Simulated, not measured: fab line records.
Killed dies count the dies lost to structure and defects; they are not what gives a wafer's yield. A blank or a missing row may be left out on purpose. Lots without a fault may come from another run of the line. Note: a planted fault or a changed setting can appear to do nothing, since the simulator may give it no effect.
Chamber matching    flow nand_harc    NHARC_A_STAIRCASE_ALD_415 on ald_hk-01: 4 sister chambers
The step deposits SiO2, target thk 30 nm, pulse time 6 s, ald cycles 300. 8 wafers are shown with their chamber, then 7 later ones without.

EACH WAFER AND ITS CHAMBER
wafer   chamber  heater_power_w (W)  precursor_pulse_height_rel
L081.4  1        495                 1.022
L084.2  0        493                 1.000
L084.4  1        491                 1.004
L084.3  3        434                 1.010
L084.5  2        556                 0.998
L084.6  3        429                 0.997
L088.1  2        571                 0.994
L088.2  0        489                 0.986

WAFERS WITH NO CHAMBER GIVEN
wafer   heater_power_w (W)  precursor_pulse_height_rel
L088.4  434                 1.058
L091.1  568                 0.982
L091.2  485                 1.057
L091.3  442                 0.994
L092.1  558                 0.986
L092.3  434                 0.970
L092.4  472                 1.008

CHAMBER TAKEN BY EACH
wafer    from the rows above       in truth
L088.4   3                         3
L091.1   2                         2
L091.2   1                         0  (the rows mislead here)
L091.3   3                         3
L092.1   2                         2
L092.3   3                         3
L092.4   can't be placed: 1 or 0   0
5 of 7 placed correctly. Can't be placed from these rows: 1 (the true chamber is among the candidates in 1). Number placed wrongly: 1.
How it was worked out, from the rows above alone: a wafer's distance from a chamber is the root of the sum, over the readings, of the square of ((its reading less the chamber's mean) divided by the reading's scatter). If the next closest chamber is less than 2 further off than the closest, the wafer can't be placed; otherwise it belongs to the closest. A chamber's mean is the mean of its shown wafers. The scatter: take each reading less its chamber's mean, square it, sum over the shown wafers, divide by the number of wafers less the number of chambers, and take the root.
